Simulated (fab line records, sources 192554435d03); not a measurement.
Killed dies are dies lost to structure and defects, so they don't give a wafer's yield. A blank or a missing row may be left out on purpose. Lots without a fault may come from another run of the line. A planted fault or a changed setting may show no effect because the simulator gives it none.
fab line records | flow n5_finfet | part 1 of 2: steps 1 to 18 of 25
record lots=5 wafers=15 last_day=17
route steps=1938 shown MOL_CONTACT_COAG@590
lots that met no fault: from a run of the same line without faults
start_h: hours from the record's first day to the start of the lot's first wafer shown | wait_h: hours since the lot's step before | " the same as in the row above | L1.1+2: a row that stands for several wafers | - no value, or no start given | * or withheld: withheld | < > ~ a bound
route shown NAME@n: a module of which the file shows steps, and the number in the route of the first | usual: mean/standard deviation of fault-free wafers | same: alike in all rows | chamber/n: place in a boat | sites: the reading at each site | _std_site: their standard deviation | _edge_site: outer sites' mean less inner sites' | radius_mm: how far each site lies from the wafer's centre | mask NAME#n: copy n | behind: the tool/chamber that last shaped the wafer | hold: why the lot was held/for how many hours/how that ended | device: the transistor (n, p or np) that didn't switch | end of line: the same wafers' tests at the end of the route | a step without rows: its recipe alone | killed: dies lost to structure and defects at the first sort, not the wafer's yield | map: a wafer's dies, x killed, . not, _ none there
set.NAME: the setting as run; set.NAME@STEP: as run at that earlier step | model.NAME: the simulator's own value behind a step, which no gauge read
lots at some steps of the route; a table a step, a row a wafer
services: from which hour (start_h, from the record's first day; less than 0 if before it) a tool's chamber was out of use, for how many hours, and why
## steps
# step N5_MOL_CONTACT_COAG_PRECLEAN_144
# recipe chemistry=alkaline_clean temp_c=60 time_s=60 do_ppb=50
# same time_s=60
# columns lot.wafer tool chamber start_h wait_h
L077.3+4+6 wet_bench-05 1,0,7 121.98 0.0
L086.3+4+5 wet_bench-05 0,7,2 169.21 0.0
L087.4+5+6 wet_bench-02 2,5,0 176.61 0.0
L090.1+2+5 wet_bench-01 1,0,2 195.87 0.1
L094.2+3+5 wet_bench-05 0,4,5 219.91 0.1
# step N5_MOL_CONTACT_COAG_SRD_145
# recipe dry=ipa_marangoni time_s=30 temp_c=23 rinse_liquid=diw
# same time_s=30
# columns lot.wafer tool chamber start_h wait_h
L077.3+4+6 wet_bench-05 1,0,7 122.02 0.0
L086.3+4+5 wet_bench-05 0,7,2 169.23 0.0
L087.4+5+6 wet_bench-02 2,5,0 176.63 0.0
L090.1+2+5 wet_bench-01 1,0,2 195.89 0.0
L094.2+3+5 wet_bench-05 0,4,5 219.93 0.0
# step N5_MOL_CONTACT_COAG_CD_MEAS_137
# recipe target_cd_nm=16
# usual cd_nm=16.07/0.28
# columns lot.wafer tool chamber start_h wait_h cd_nm
L077.3 cd_sem-03 - 122.08 0.0 16.38
L077.4 " - " " 16.64
L077.6 " - " " 16.02
L086.3 cd_sem-02 - 169.28 0.0 16.31
L086.4 " - " " 16.56
L086.5 " - " " 16.34
L087.4 cd_sem-03 - 176.67 0.0 15.85
L087.5 " - " " 15.97
L087.6 " - " " 16.01
L090.1 cd_sem-01 - 195.93 0.0 15.90
L090.2 " - " " 16.20
L090.5 " - " " 16.13
L094.2 cd_sem-02 - 219.97 0.0 15.77
L094.3 " - " " 15.90
L094.5 " - " " 15.18
# step N5_MOL_CONTACT_COAG_COAT_62
# recipe resist=SOC temp_c=250 time_s=60 spin_rpm=1500 resist_thk_nm=60
# usual chill_plate_temp_C=23.01/0.1 heater_power_total_W=500.7/1.8 plate_temp_C=250.02/0.17 resist_line_temp_C=22.99/0.11
# same time_s=60
# columns lot.wafer tool chamber start_h wait_h chill_plate_temp_C heater_power_total_W plate_temp_C resist_line_temp_C
L077.3 litho_track-03 0 122.11 0.0 22.96 497.9 249.92 23.00
L077.4 " 0 " " 22.95 497.5 249.91 23.11
L077.6 " 0 " " 23.04 501.8 250.03 23.02
L086.3 litho_track-03 0 169.31 0.0 23.07 501.5 250.23 23.05
L086.4 " 0 " " 22.86 502.4 250.22 23.08
L086.5 " 0 " " 22.99 500.1 250.07 22.92
L087.4 litho_track-03 0 176.71 0.0 23.04 501.7 250.16 22.89
L087.5 " 0 " " 22.96 501.9 250.31 22.94
L087.6 " 0 " " 22.91 503.2 250.00 22.99
L090.1 litho_track-02 0 195.96 0.0 22.98 499.9 250.29 23.11
L090.2 " 0 " " 23.17 498.5 249.78 23.10
L090.5 " 0 " " 23.08 498.9 249.86 23.06
L094.2 litho_track-02 0 220.01 0.0 23.00 503.2 250.20 22.92
L094.3 " 0 " " 22.98 501.1 249.92 22.85
L094.5 " 0 " " 23.00 500.5 250.20 22.91
# step N5_MOL_CONTACT_COAG_COAT_63
# recipe resist=SiARC temp_c=220 time_s=60 spin_rpm=1500 resist_thk_nm=10
# usual chill_plate_temp_C=22.99/0.092 heater_power_total_W=427.4/2.1 plate_temp_C=219.97/0.16 resist_line_temp_C=23.01/0.11
# same time_s=60
# columns lot.wafer tool chamber start_h wait_h chill_plate_temp_C heater_power_total_W plate_temp_C resist_line_temp_C
L077.3 litho_track-03 0 - - 22.81 429.6 219.91 23.02
L077.4 " 0 " " 23.01 429.3 219.59 23.13
L077.6 " 0 " " 22.82 428.3 219.72 23.27
L086.3 litho_track-03 0 - - 22.91 429.6 219.84 23.27
L086.4 " 0 " " 22.97 430.0 220.09 23.38
L086.5 " 0 " " 22.95 430.8 220.02 23.00
L087.4 litho_track-03 0 - - 22.88 425.0 219.73 23.06
L087.5 " 0 " " 22.99 427.0 219.70 23.08
L087.6 " 0 " " 23.07 429.4 219.64 23.10
L090.1 litho_track-02 0 - - 22.91 426.6 220.02 22.75
L090.2 " 0 " " 23.01 430.0 219.91 22.69
L090.5 " 0 " " 23.14 426.8 219.93 22.90
L094.2 litho_track-02 0 - - 23.07 424.6 219.99 22.96
L094.3 " 0 " " 22.93 427.1 220.15 22.99
L094.5 " 0 " " 22.99 424.2 220.03 23.03
# step N5_MOL_CONTACT_COAG_COAT_64
# recipe resist=underlayer temp_c=205 time_s=60 spin_rpm=1500 resist_thk_nm=10
# usual chill_plate_temp_C=22.98/0.1 heater_power_total_W=391.6/1.3 plate_temp_C=205.01/0.18 resist_line_temp_C=22.97/0.11
# same time_s=60
# columns lot.wafer tool chamber start_h wait_h chill_plate_temp_C heater_power_total_W plate_temp_C resist_line_temp_C
L077.3 litho_track-03 0 - - 22.98 389.5 204.98 22.99
L077.4 " 0 " " 23.06 392.9 204.93 23.02
L077.6 " 0 " " 23.18 390.2 204.86 22.89
L086.3 litho_track-03 0 - - 23.09 393.4 204.81 22.95
L086.4 " 0 " " 23.08 393.6 204.93 22.91
L086.5 " 0 " " 22.99 390.0 204.94 22.97
L087.4 litho_track-03 0 - - 23.01 390.4 205.14 22.99
L087.5 " 0 " " 23.18 390.2 204.93 23.10
L087.6 " 0 " " 23.12 393.9 204.85 23.03
L090.1 litho_track-02 0 - - 22.99 389.9 205.17 23.16
L090.2 " 0 " " 22.97 393.5 205.04 22.87
L090.5 " 0 " " 23.00 392.1 205.21 22.89
L094.2 litho_track-02 0 - - 22.99 391.1 204.98 23.10
L094.3 " 0 " " 22.98 391.7 204.96 22.94
L094.5 " 0 " " 23.06 391.7 205.08 22.99
# step N5_MOL_CONTACT_COAG_COAT_34
# recipe resist=CAR-EUV spin_rpm=1500 resist_thk_nm=40
# usual chill_plate_temp_C=23.02/0.11 resist_line_temp_C=23.00/0.092
# columns lot.wafer tool chamber start_h wait_h chill_plate_temp_C resist_line_temp_C
L077.3 litho_track-03 0 - - 22.99 23.05
L077.4 " 0 " " 22.81 23.01
L077.6 " 0 " " 22.98 23.14
L086.3 litho_track-03 0 - - 23.09 22.97
L086.4 " 0 " " 23.00 23.05
L086.5 " 0 " " 23.19 22.82
L087.4 litho_track-03 0 - - 22.94 23.05
L087.5 " 0 " " 23.07 23.00
L087.6 " 0 " " 23.08 23.03
L090.1 litho_track-02 0 - - 23.04 23.11
L090.2 " 0 " " 23.03 22.98
L090.5 " 0 " " 22.95 23.10
L094.2 litho_track-02 0 - - 22.90 23.11
L094.3 " 0 " " 22.86 22.92
L094.5 " 0 " " 22.82 22.93
# step N5_MOL_CONTACT_COAG_EBR_36
# recipe solvent=PGMEA ebr_width_mm=1.5
# usual chill_plate_temp_C=22.99/0.11 resist_line_temp_C=22.98/0.12
# columns lot.wafer tool chamber start_h wait_h chill_plate_temp_C resist_line_temp_C
L077.3 litho_track-03 0 - - 22.78 23.01
L077.4 " 0 " " 23.03 22.94
L077.6 " 0 " " 22.95 22.81
L086.3 litho_track-03 0 - - 22.88 23.05
L086.4 " 0 " " 22.79 23.25
L086.5 " 0 " " 22.99 23.06
L087.4 litho_track-03 0 - - 23.18 22.86
L087.5 " 0 " " 23.02 22.86
L087.6 " 0 " " 22.88 22.81
L090.1 litho_track-02 0 - - 22.98 22.99
L090.2 " 0 " " 23.10 22.87
L090.5 " 0 " " 23.04 22.80
L094.2 litho_track-02 0 - - 23.09 23.00
L094.3 " 0 " " 23.09 23.09
L094.5 " 0 " " 23.16 22.78
# step N5_MOL_CONTACT_COAG_SOFTBAKE_35
# recipe temp_c=110 time_s=60 resist=CAR-EUV
# usual chill_plate_temp_C=22.98/0.11 heater_power_total_W=175.4/1.7 plate_temp_C=109.98/0.14 resist_line_temp_C=22.97/0.092
# same time_s=60
# columns lot.wafer tool chamber start_h wait_h chill_plate_temp_C heater_power_total_W plate_temp_C resist_line_temp_C
L077.3 litho_track-03 0 - - 22.92 177.4 109.88 22.89
L077.4 " 0 " " 23.00 172.9 109.72 23.01
L077.6 " 0 " " 23.01 173.0 109.67 22.94
L086.3 litho_track-03 0 - - 23.05 173.7 110.04 22.92
L086.4 " 0 " " 23.04 177.4 109.96 22.94
L086.5 " 0 " " 23.06 174.8 109.90 22.96
L087.4 litho_track-03 0 - - 23.07 176.4 110.15 23.11
L087.5 " 0 " " 23.01 174.1 109.99 23.12
L087.6 " 0 " " 22.91 174.2 110.05 23.16
L090.1 litho_track-02 0 - - 23.14 177.5 110.07 23.06
L090.2 " 0 " " 23.21 173.0 110.11 22.99
L090.5 " 0 " " 22.89 176.3 110.17 22.95
L094.2 litho_track-02 0 - - 23.07 175.6 109.91 22.95
L094.3 " 0 " " 23.01 176.4 109.79 23.03
L094.5 " 0 " " 23.07 177.0 110.13 23.05
# step N5_MOL_CONTACT_COAG_EXPOSE_37
# recipe mask_id=VD na=0.33 source_shape=annular sigma_inner=0.3 sigma_outer=0.7 polarization=unpolarized defocus_nm=0 dose_mj=62
# columns lot.wafer tool chamber start_h wait_h mask
L077.3+4+6 euv_scanner-02 0 122.39 - VD#0
L086.3+4+5 euv_scanner-02 0 169.46 - VD#0
L087.4+5+6 euv_scanner-02 0 176.92 - VD#0
L090.1+2+5 euv_scanner-01 0 196.10 - VD#0
L094.2+3+5 euv_scanner-01 0 220.15 - VD#0
# step N5_MOL_CONTACT_COAG_PEB_38
# recipe peb_temp_c=100 peb_time_s=60 resist=CAR-EUV
# usual chill_plate_temp_C=22.98/0.12 heater_power_total_W=154.0/1.1 plate_temp_C=99.98/0.11 resist_line_temp_C=23.02/0.09
# columns lot.wafer tool chamber start_h wait_h chill_plate_temp_C heater_power_total_W plate_temp_C resist_line_temp_C
L077.3 litho_track-03 0 122.45 0.1 22.99 153.6 99.86 23.11
L077.4 " 0 " " 22.97 152.4 100.00 23.04
L077.6 " 0 " " 22.82 152.6 99.94 23.06
L086.3 litho_track-02 0 169.53 0.1 22.85 154.8 100.16 22.95
L086.4 " 0 " " 22.93 153.4 100.04 23.12
L086.5 " 0 " " 22.99 152.4 100.22 23.18
L087.4 litho_track-04 0 176.97 0.0 22.75 155.3 99.95 22.90
L087.5 " 0 " " 22.88 152.8 99.95 23.04
L087.6 " 0 " " 23.04 153.9 99.89 22.98
L090.1 litho_track-02 0 196.18 0.1 23.04 154.1 99.84 23.08
L090.2 " 0 " " 23.03 155.5 99.98 22.98
L090.5 " 0 " " 22.84 154.5 99.93 23.01
L094.2 litho_track-04 0 220.22 0.1 23.00 154.2 99.90 23.00
L094.3 " 0 " " 23.12 152.4 99.81 23.04
L094.5 " 0 " " 22.80 155.1 99.91 22.93
# step N5_MOL_CONTACT_COAG_DEVELOP_39
# recipe develop_time_s=30 developer=TMAH resist=CAR-EUV rinse_liquid=surfactant_rinse dry=air_spin dev_temp_c=23
# usual chill_plate_temp_C=22.98/0.09 resist_line_temp_C=23.02/0.11
# same develop_time_s=30
# columns lot.wafer tool chamber start_h wait_h chill_plate_temp_C resist_line_temp_C
L077.3 litho_track-03 0 - - 23.01 23.19
L077.4 " 0 " " 22.81 22.99
L077.6 " 0 " " 22.91 23.01
L086.3 litho_track-02 0 - - 23.01 23.05
L086.4 " 0 " " 22.96 22.94
L086.5 " 0 " " 22.80 23.04
L087.4 litho_track-04 0 - - 22.99 22.90
L087.5 " 0 " " 23.01 22.96
L087.6 " 0 " " 23.00 22.96
L090.1 litho_track-02 0 - - 23.10 23.11
L090.2 " 0 " " 23.00 23.08
L090.5 " 0 " " 23.09 23.11
L094.2 litho_track-04 0 - - 22.99 22.90
L094.3 " 0 " " 22.94 23.08
L094.5 " 0 " " 23.03 23.06
# step N5_MOL_CONTACT_COAG_CD_MEAS_40
# recipe target_cd_nm=25.1 landing_energy_ev=500 detector=se_inlens polarity=opening
# usual cd_nm=25.05/0.22
# columns lot.wafer tool chamber start_h wait_h cd_nm
L077.3 cd_sem-03 0 122.52 - 24.89
L077.4 " 0 " " 25.07
L077.6 " 0 " " 24.82
L086.3 cd_sem-01 0 169.60 - 25.34
L086.4 " 0 " " 25.21
L086.5 " 0 " " 25.01
L087.4 cd_sem-01 0 177.04 - 25.07
L087.5 " 0 " " 25.10
L087.6 " 0 " " 25.14
L090.1 cd_sem-03 0 196.25 - 25.08
L090.2 " 0 " " 24.96
L090.5 " 0 " " 25.16
L094.2 cd_sem-03 0 220.29 - 25.34
L094.3 " 0 " " 25.08
L094.5 " 0 " " 25.14
# step N5_MOL_CONTACT_COAG_OVL_MEAS_41
# recipe points_per_wafer=522
# usual VD_OVL=0.4/0.6
# columns lot.wafer tool chamber start_h wait_h VD_OVL[nm]
L077.3 overlay-01 0 122.56 0.0 -0.2
L077.4 " 0 " " 0.0
L077.6 " 0 " " 0.3
L086.3 overlay-02 0 169.64 0.0 0.0
L086.4 " 0 " " 0.2
L086.5 " 0 " " -0.6
L087.4 overlay-01 0 177.09 0.0 -1.0
L087.5 " 0 " " 0.0
L087.6 " 0 " " -0.3
L090.1 overlay-02 0 196.28 0.0 0.5
L090.2 " 0 " " -0.6
L090.5 " 0 " " 1.1
L094.2 overlay-01 0 220.33 0.0 0.0
L094.3 " 0 " " 0.1
L094.5 " 0 " " 0.3
# step N5_MOL_CONTACT_COAG_INSPECT_42
# recipe mode=adi inspect_instrument=brightfield
# usual raw_defect_count=226/70
# columns lot.wafer tool chamber start_h wait_h raw_defect_count
L077.3 defect_inspect-02 - 122.61 0.0 219
L077.4 " - " " 392
L077.6 " - " " 292
L086.3 defect_inspect-02 - 169.69 0.0 268
L086.4 " - " " 190
L086.5 " - " " 246
L087.4 defect_inspect-01 - 177.13 0.0 208
L087.5 " - " " 325
L087.6 " - " " 214
L090.1 defect_inspect-01 - 196.33 0.1 196
L090.2 " - " " 167
L090.5 " - " " 235
L094.2 defect_inspect-01 - 220.38 0.0 238
L094.3 " - " " 206
L094.5 " - " " 231
# step N5_MOL_CONTACT_COAG_DESCUM_45
# recipe chemistry=O2 time_s=7 source_power_w=50 bias_power_w=20 pressure_mtorr=20 rf_frequency_hz=2.712e+07 temp_c=40 resist=CAR-EUV o2_flow_sccm=225
# usual drypump_motor_current_A=5.9/0.35 o2_flow_sccm=225.0/0.73 oes_product_au=0.77/0.082 rf_vpp_V=243.6/1.4 showerhead_plenum_p_Torr=2.12/0.067 throttle_valve_pct=20.48/0.28
# same time_s=7
# columns lot.wafer tool chamber start_h wait_h drypump_motor_current_A o2_flow_sccm oes_product_au rf_hours_counter_h rf_vpp_V showerhead_plenum_p_Torr throttle_valve_pct
L077.3 rie_diel-03 2 122.64 0.0 5.7 224.9 0.92 29 244.8 2.23 20.11
L077.4 " 1 " " 5.5 224.4 0.76 146 243.0 2.01 19.98
L077.6 " 3 " " 5.5 225.1 0.75 - 243.9 2.10 20.77
L086.3 rie_diel-04 2 169.99 0.3 6.1 223.7 0.75 159 241.8 2.08 20.74
L086.4 " 1 " " 6.5 225.3 0.68 242 244.8 2.15 20.72
L086.5 " 2 " " 6.1 225.4 0.75 - 244.1 2.08 20.74
L087.4 rie_diel-03 3 177.16 0.0 5.6 225.1 0.73 181 243.4 2.09 20.80
L087.5 " 2 " " 5.8 226.0 0.88 - 245.1 2.22 20.13
L087.6 " 3 " " 5.6 225.2 0.73 - 243.0 2.09 20.79
L090.1 rie_diel-03 0 196.37 0.0 5.7 225.2 0.67 238 242.9 2.15 20.75
L090.2 " 1 " " 5.4 225.8 0.74 171 240.8 2.00 20.03
L090.5 " 0 " " 5.6 224.7 0.67 - 245.7 2.15 20.75
L094.2 rie_diel-05 2 220.41 0.0 5.5 224.7 0.84 67 242.2 2.12 20.37
L094.3 " 3 " " 5.8 225.0 0.83 68 241.5 2.04 20.38
L094.5 " 1 " " 5.5 225.3 0.69 - 243.6 2.17 20.55
# step N5_MOL_CONTACT_COAG_ETCH_65
# recipe chemistry=N2/H2 target=underlayer target_depth_a=130 mask_material=CAR-EUV time_s=10.4 ion_energy_ev=200 pressure_mtorr=30 source_w=840 bias_w=150 n2_flow_sccm=200 h2_flow_sccm=200 ends=cleared
# usual drypump_motor_current_A=5.9/0.36 etch_rf_on_time_s=10.36/0.15 oes_product_au=0.66/0.07 rf_vpp_V=524.8/2.5 showerhead_plenum_p_Torr=2.58/0.078 throttle_valve_pct=17.9/0.31
# columns lot.wafer tool chamber start_h wait_h drypump_motor_current_A etch_rf_on_time_s oes_product_au rf_hours_counter_h rf_vpp_V showerhead_plenum_p_Torr throttle_valve_pct
L077.3 rie_diel-03 2 122.68 0.0 5.8 10.17 0.78 29 527.2 2.70 17.4
L077.4 " 1 " " 5.5 10.19 0.65 146 519.0 2.44 17.5
L077.6 " 3 " " 5.6 10.43 0.64 - 523.6 2.54 18.1
L086.3 rie_diel-04 2 170.02 0.0 6.1 10.65 0.63 159 521.9 2.55 18.4
L086.4 " 1 " " 6.5 10.41 0.58 242 526.3 2.61 18.1
L086.5 " 2 " " 6.1 10.62 0.63 - 523.3 2.55 18.4
L087.4 rie_diel-03 3 177.19 0.0 5.5 10.52 0.61 181 524.4 2.53 18.1
L087.5 " 2 " " 5.8 10.34 0.76 - 527.9 2.69 17.5
L087.6 " 3 " " 5.6 10.53 0.61 - 524.2 2.53 18.1
L090.1 rie_diel-03 0 196.40 0.0 5.6 10.67 0.58 238 525.4 2.61 18.2
L090.2 " 1 " " 5.4 10.31 0.64 171 519.4 2.43 17.5
L090.5 " 0 " " 5.6 10.62 0.57 - 527.5 2.61 18.1
L094.2 rie_diel-05 2 220.45 0.0 5.5 10.34 0.71 67 524.4 2.57 17.7
L094.3 " 3 " " 5.8 10.17 0.72 68 521.7 2.46 17.7
L094.5 " 1 " " 5.5 10.64 0.59 - 527.5 2.64 18.0
# step N5_MOL_CONTACT_COAG_ETCH_66
# recipe chemistry=CF4 target=SiARC target_depth_a=130 mask_material=CAR-EUV time_s=21.7 ion_energy_ev=80 pressure_mtorr=40 source_w=545 bias_w=36 Ar_flow_sccm=100 cf4_flow_sccm=100 ends=cleared
# usual cf4_flow_sccm=100.0/0.32 drypump_motor_current_A=5.9/0.35 etch_rf_on_time_s=21.6/0.31 mfc_ar_sccm=99.98/0.27 oes_product_au=0.66/0.069 rf_vpp_V=184.4/1.1 showerhead_plenum_p_Torr=2.17/0.063 throttle_valve_pct=15.67/0.3
# columns lot.wafer tool chamber start_h wait_h cf4_flow_sccm drypump_motor_current_A etch_rf_on_time_s mfc_ar_sccm oes_product_au rf_hours_counter_h rf_vpp_V showerhead_plenum_p_Torr throttle_valve_pct
L077.3 rie_diel-03 2 122.70 0.0 100.5 5.7 21.2 99.94 0.78 29 185.1 2.27 15.24
L077.4 " 1 " " 99.9 5.4 21.0 99.82 0.66 146 182.4 2.06 15.19
L077.6 " 3 " " 99.6 5.6 21.6 100.03 0.63 - 183.7 2.14 15.91
L086.3 rie_diel-04 2 170.04 0.0 100.1 6.1 21.8 99.84 0.64 159 184.0 2.13 15.98
L086.4 " 1 " " 99.5 6.5 21.5 100.16 0.59 242 183.9 2.20 15.99
L086.5 " 2 " " 100.2 6.1 22.1 99.79 0.64 - 183.3 2.13 15.98
L087.4 rie_diel-03 3 177.21 0.0 100.7 5.5 21.9 99.85 0.62 181 183.1 2.13 15.94
L087.5 " 2 " " 100.1 5.8 21.4 99.88 0.76 - 184.8 2.26 15.27
L087.6 " 3 " " 100.2 5.5 21.9 100.48 0.62 - 183.8 2.13 15.94
L090.1 rie_diel-03 0 196.42 0.0 99.9 5.7 21.8 100.46 0.58 238 185.2 2.19 15.91
L090.2 " 1 " " 99.9 5.5 21.3 99.15 0.65 171 181.7 2.05 15.24
L090.5 " 0 " " 100.4 5.7 22.0 100.28 0.58 - 185.6 2.20 15.93
L094.2 rie_diel-05 2 220.47 0.0 100.2 5.5 21.7 99.96 0.71 67 184.3 2.16 15.50
L094.3 " 3 " " 99.9 5.8 21.1 100.09 0.71 68 185.0 2.09 15.48
L094.5 " 1 " " 99.3 5.5 22.1 100.13 0.59 - 183.5 2.21 15.74
